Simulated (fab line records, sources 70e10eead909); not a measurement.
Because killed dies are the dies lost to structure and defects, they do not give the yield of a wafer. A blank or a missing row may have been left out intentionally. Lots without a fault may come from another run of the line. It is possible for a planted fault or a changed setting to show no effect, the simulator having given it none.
Which of the tools did it? | flow nand harc | 12 lots with 36 wafers sampled at 7 steps, on a route of 1302 steps

## WHAT THE GAUGES READ, wafer by wafer
NHARC_P_GATE_CD_MEAS_59 targets a cd of 720 nm.
lot  | measured     | on        | cd nm (nm)
L661 | day 5 10:35  | cd sem-03 | 717.9 720.3 717.9
L662 | day 6 01:55  | cd sem-03 | 719.7 719.2 717.4
L663 | day 6 06:04  | cd sem-02 | 720.4 717.7 719.3
L667 | day 7 23:58  | cd sem-01 | 719.1 716.9 718.7
L669 | day 9 04:46  | cd sem-03 | 720.2 718.5 718.4
L670 | day 9 11:27  | cd sem-02 | 720.1 719.8 720.7
L672 | day 10 16:53 | cd sem-01 | 717.2 716.7 718.8
L674 | day 10 23:05 | cd sem-02 | 718.1 719.1 718.6
L676 | day 11 16:18 | cd sem-03 | 717.8 718.4 718.3
L677 | day 12 09:18 | cd sem-03 | 716.5 718.5 719.0
L683 | day 14 18:14 | cd sem-01 | 718.1 717.5 718.5
L684 | day 15 01:52 | cd sem-03 | 717.3 718.3 718.2

NHARC_P_GATE_INSPECT_68.
lot  | measured     | on                | raw defect count
L661 | day 5 15:22  | defect inspect-01 | 172 252 119
L662 | day 6 06:32  | defect inspect-01 | 143 209 145
L663 | day 6 10:52  | defect inspect-01 | 253 167 193
L667 | day 8 04:45  | defect inspect-01 | 164 196 181
L669 | day 9 09:24  | defect inspect-01 | 159 184 144
L670 | day 9 16:20  | defect inspect-02 | 78 205 233
L672 | day 10 21:32 | defect inspect-02 | 192 329 217
L674 | day 11 03:44 | defect inspect-01 | 442 496 538 457 497 556
L676 | day 11 21:06 | defect inspect-01 | 563 451 452 559 434 460
L677 | day 12 14:05 | defect inspect-01 | 135 348 92
L683 | day 14 22:53 | defect inspect-02 | 124 122 135
L684 | day 15 06:33 | defect inspect-02 | 270 353 271

NHARC_END_SORT_01.
lot  | measured     | on        | defect limited yield (%) | killed at array | killed at other | killed at periphery | killed dies | killed open | killed short | sort_bin_2_pct (%) | sort_bin_3_pct (%) | sort_bin_4_pct (%) | sort n pass | sort rim yield pct (%) | sort yield pct (%)
L661 | day 24 10:53 | prober-01 | 93 94 91                 | 42 41 54        | 0 0 0           | 5 3 8               | 47 44 62    | 5 0 3       | 3 3 7        | 3.0 1.9 3.5        | 0.3 0.1 0.7        | 3.7 4.4 4.9        | 630 633 615 | 99.1 99.1 98.1         | 93 94 91
L663 | day 24 21:37 | prober-01 | 86 87 87                 | 90 85 85        | 0 0 1           | 8 2 5               | 98 87 91    | 2 0 4       | 5 3 0        | 5.5 5.9 5.0        | 0.7 0.7 1.2        | 8.3 6.2 7.2        | 579 590 586 | 93.4 95.3 97.2         | 86 87 87
L667 | day 27 06:28 | prober-02 | 91 92 91                 | 58 46 51        | 1 1 1           | 4 5 6               | 63 52 58    | 2 3 1       | 3 2 1        | 3.7 2.8 2.5        | 0.9 0.3 0.6        | 4.7 4.6 5.5        | 614 625 619 | 96.2 96.2 97.2         | 91 92 91
L669 | day 27 23:43 | prober-01 | 92 92 91                 | 53 49 50        | 1 1 1           | 3 7 11              | 57 57 62    | 3 3 4       | 3 1 7        | 2.1 2.4 3.5        | 1.3 0.6 0.1        | 5.0 5.5 5.5        | 620 620 615 | 99.1 94.3 91.5         | 92 92 91
L670 | day 28 04:24 | prober-02 | 88 87 88                 | 70 84 75        | 5 3 0           | 7 1 4               | 82 88 79    | 4 4 4       | 2 2 1        | 4.4 3.8 3.8        | 1.3 1.6 1.0        | 6.4 7.5 6.8        | 595 589 598 | 95.3 98.1 97.2         | 88 87 88
L672 | day 29 13:03 | prober-01 | 97 97 97                 | 14 18 20        | 1 0 1           | 4 4 0               | 19 22 21    | 4 2 3       | 0 1 0        | 0.7 1.0 0.7        | 0 0 0.4            | 2.1 2.2 1.9        | 658 655 656 | 98.1 98.1 99.1         | 97 97 97

## WHAT TOOL EACH LOT RAN ON (gives the tool, then ch and the chambers of the sampled wafers, and finally the start)
lot  | NHARC_P_GATE_STRIP_111               | NHARC_P_GATE_STRIP_75                | NHARC_P_GATE_STRIP_50               | NHARC_P_CONTACT_DEP_30
L661 | plasma asher-02 ch 0,1, day 5 09:25  | plasma asher-02 ch 0,1, day 5 09:40  | wet bench-07 ch 1,6,7, day 5 09:50  | pecvd-03 ch 0,1, day 5 15:28
L662 | plasma asher-01 ch 1, day 6 00:52    | plasma asher-01 ch 1, day 6 01:07    | wet bench-02 ch 1,2,5, day 6 01:15  | pecvd-03 ch 0,2, day 6 06:41
L663 | plasma asher-01 ch 0,1, day 6 04:59  | plasma asher-01 ch 0,1, day 6 05:10  | wet bench-02 ch 1,4,5, day 6 05:17  | pecvd-03 ch 0,1,2, day 6 11:03
L667 | plasma asher-02 ch 0,1, day 7 22:53  | plasma asher-02 ch 0,1, day 7 23:04  | wet bench-02 ch 0,1,2, day 7 23:13  | pecvd-03 ch 1,2, day 8 04:51
L669 | plasma asher-02 ch 0,1, day 9 03:32  | plasma asher-02 ch 0,1, day 9 03:50  | wet bench-09 ch 1,2,6, day 9 03:59  | pecvd-02 ch 0,1,2, day 9 09:28
L670 | plasma asher-02 ch 1, day 9 10:24    | plasma asher-02 ch 1, day 9 10:40    | wet bench-09 ch 4,5,7, day 9 10:49  | pecvd-03 ch 0,1, day 9 16:25
L672 | plasma asher-02 ch 1, day 10 15:43   | plasma asher-02 ch 1, day 10 15:59   | wet bench-07 ch 0,3,4, day 10 16:07 | pecvd-04 ch 0,1,2, day 10 21:41
L674 | plasma asher-02 ch 0,1, day 10 22:02 | plasma asher-02 ch 0,1, day 10 22:17 | wet bench-07 ch 0,1,3, day 10 22:26 | pecvd-03 ch 0,1, day 11 05:07
L676 | plasma asher-01 ch 0,1, day 11 15:05 | plasma asher-01 ch 0,1, day 11 15:23 | wet bench-07 ch 2,3,7, day 11 15:32 | pecvd-04 ch 1,2, day 12 01:53
L677 | plasma asher-02 ch 1, day 12 08:15   | plasma asher-02 ch 1, day 12 08:31   | wet bench-09 ch 0,3,6, day 12 08:39 | pecvd-02 ch 0,1,2, day 12 14:13
L683 | plasma asher-02 ch 0,1, day 14 17:04 | plasma asher-02 ch 0,1, day 14 17:20 | wet bench-09 ch 0,5,7, day 14 17:28 | pecvd-03 ch 0,1,2, day 14 22:58
L684 | plasma asher-02 ch 0,1, day 15 00:38 | plasma asher-02 ch 0,1, day 15 00:56 | wet bench-02 ch 1,2,4, day 15 01:05 | pecvd-02 ch 1,2, day 15 06:37
- NHARC_P_GATE_STRIP_111: strips in N2/H2, time 250 s.
- NHARC_P_GATE_STRIP_75: strips in O2.
- NHARC_P_GATE_STRIP_50: strips in SPM, time 900 s.
- NHARC_P_CONTACT_DEP_30: deposits SiNx, target thk 30 nm.

## AS READ BY THE TOOLS THEMSELVES (means over the sampled wafers that have a number; for cases with no such wafer, the mark the record gives instead)
NHARC_P_GATE_STRIP_111.
lot  | tool            | drypump motor current A (A) | heater power w (W) | rf refl power W (W)
L661 | plasma asher-02 | 5.8                         | 85                 | 22
L662 | plasma asher-01 | 5.0                         | 94                 | 12
L663 | plasma asher-01 | 5.7                         | 101                | 24
L667 | plasma asher-02 | 5.8                         | 89                 | 28
L669 | plasma asher-02 | 5.8                         | 85                 | 23
L670 | plasma asher-02 | 5.7                         | 82                 | 18
L672 | plasma asher-02 | 5.8                         | 82                 | 18
L674 | plasma asher-02 | 5.8                         | 89                 | 27
L676 | plasma asher-01 | 5.3                         | 102                | 18
L677 | plasma asher-02 | 5.7                         | 78                 | 18
L683 | plasma asher-02 | 5.8                         | 84                 | 23
L684 | plasma asher-02 | 5.8                         | 89                 | 26

NHARC_P_GATE_STRIP_75.
lot  | tool            | drypump motor current A (A) | heater power w (W) | rf refl power W (W)
L661 | plasma asher-02 | 5.8                         | 322                | 23
L662 | plasma asher-01 | 5.0                         | 347                | 13
L663 | plasma asher-01 | 5.7                         | 384                | 23
L667 | plasma asher-02 | 5.8                         | 330                | 27
L669 | plasma asher-02 | 5.8                         | 313                | 23
L670 | plasma asher-02 | 5.7                         | 309                | 18
L672 | plasma asher-02 | 5.8                         | 307                | 18
L674 | plasma asher-02 | 5.8                         | 339                | 28
L676 | plasma asher-01 | 5.3                         | 380                | 19
L677 | plasma asher-02 | 5.7                         | 288                | 18
L683 | plasma asher-02 | 5.8                         | 315                | 22
L684 | plasma asher-02 | 5.8                         | 337                | 27

NHARC_P_CONTACT_DEP_30.
lot  | tool     | heater power w (W)
L661 | pecvd-03 | 748
L662 | pecvd-03 | 617
L663 | pecvd-03 | 689
L667 | pecvd-03 | 747
L669 | pecvd-02 | 566
L670 | pecvd-03 | 738
L672 | pecvd-04 | 664
L674 | pecvd-03 | 700
L676 | pecvd-04 | 606
L677 | pecvd-02 | 651
L683 | pecvd-03 | 657
L684 | pecvd-02 | 612

## THE ANSWER, worked out from the rows above alone
Rule: the usual values come from the lots themselves. Put in order of their means at a reading, lots are off if they are a third of the lots or fewer, leave a main group of 4 or more, and stand apart from it by a gap of 3 or more times the standard deviation of the main group's means; of several such gaps the widest counts. A main group is skipped when, at the precision printed for the reading in the tables above, its means are all equal. A lot without any number at a reading at which 4 lots or more have one is off too. Where the step has rows for the other lots, those lots are counted as sound. First the gauges in route order, then the tools' own readings, where a lot's mean is used as printed above. The first step at which some lot is off is used, and at that step the reading that is off furthest; a lot without a number counts as furthest.
Off: L674, L676, at NHARC_P_GATE_INSPECT_68 (raw defect count). The main group: mean 193, standard deviation 46.
If a tool, at a process step before that reading, ran all the lots that are off and no sound lot after the first of them, it fits. Those tools and the gauges at NHARC_P_GATE_INSPECT_68 are tried in the same way. One fits: NHARC_P_GATE_STRIP_50 on wet bench-07. A fault onset in the window from L672 (day 10 16:07, its last sound lot) to L674 (day 10 22:26, its first lot off) fits.

## WHAT HAD BEEN PUT IN BY THE SIMULATOR
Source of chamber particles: wet bench-07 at NHARC_P_GATE_STRIP_50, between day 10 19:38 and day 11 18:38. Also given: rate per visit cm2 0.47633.
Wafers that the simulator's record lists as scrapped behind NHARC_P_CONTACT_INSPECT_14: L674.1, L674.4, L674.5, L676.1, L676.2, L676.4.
Struck lots among those shown: L674, L676. The rule above found the same.
